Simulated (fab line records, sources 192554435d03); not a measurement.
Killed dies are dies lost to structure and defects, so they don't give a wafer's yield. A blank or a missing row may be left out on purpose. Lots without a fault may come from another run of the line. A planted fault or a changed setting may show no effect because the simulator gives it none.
Chamber matching | flow n5_finfet | N5_BEOL_M10_CURE_72 on uv_cure-03: 3 sister chambers
The step cures SiCOH lowk, time 120 s. 3 wafers are shown with their chamber, then 11 later ones without.

WAFERS WITH THEIR CHAMBER
wafer  | chamber | wafer_temp_C_max
L084.6 | 2       | 371.7
L088.5 | 1       | 371.5
L090.2 | 0       | 371.0

WAFERS WITHOUT THEIR CHAMBER
wafer  | wafer_temp_C_max
L090.3 | 371.5
L090.5 | 370.6
L092.2 | 371.7
L092.4 | 371.6
L092.5 | 371.6
L093.3 | 371.1
L093.5 | 371.0
L093.6 | 371.4
L096.2 | 371.5
L096.4 | 371.9
L096.5 | 371.9

WHICH CHAMBER EACH WENT THROUGH
wafer  | from the rows above          | in truth
L090.3 | can't be placed: 1 or 2      | 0
L090.5 | 0                            | 0
L092.2 | can't be placed: 2 or 1      | 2
L092.4 | can't be placed: 2 or 1      | 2
L092.5 | can't be placed: 2 or 1      | 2
L093.3 | can't be placed: 0 or 1      | 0
L093.5 | 0                            | 0
L093.6 | can't be placed: 1 or 2 or 0 | 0
L096.2 | can't be placed: 1 or 2      | 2
L096.4 | can't be placed: 2 or 1      | 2
L096.5 | can't be placed: 2 or 1      | 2
Placed correctly: 2 of 11. Can't be placed from these rows: 9 (the true chamber is among the candidates in 8). Placed wrongly: 0.
How it was worked out, from the rows above alone: a wafer's distance from a chamber is the root of the sum, over the readings, of the square of ((its reading less the chamber's mean) divided by the reading's scatter). The wafer belongs to the nearest chamber; if the next one is less than 2 further off, it can't be placed. A chamber's mean is the mean of its shown wafers. The scatter: with one shown wafer a chamber, the root of the mean of the squares of how far each hidden wafer lies from its nearest shown one.
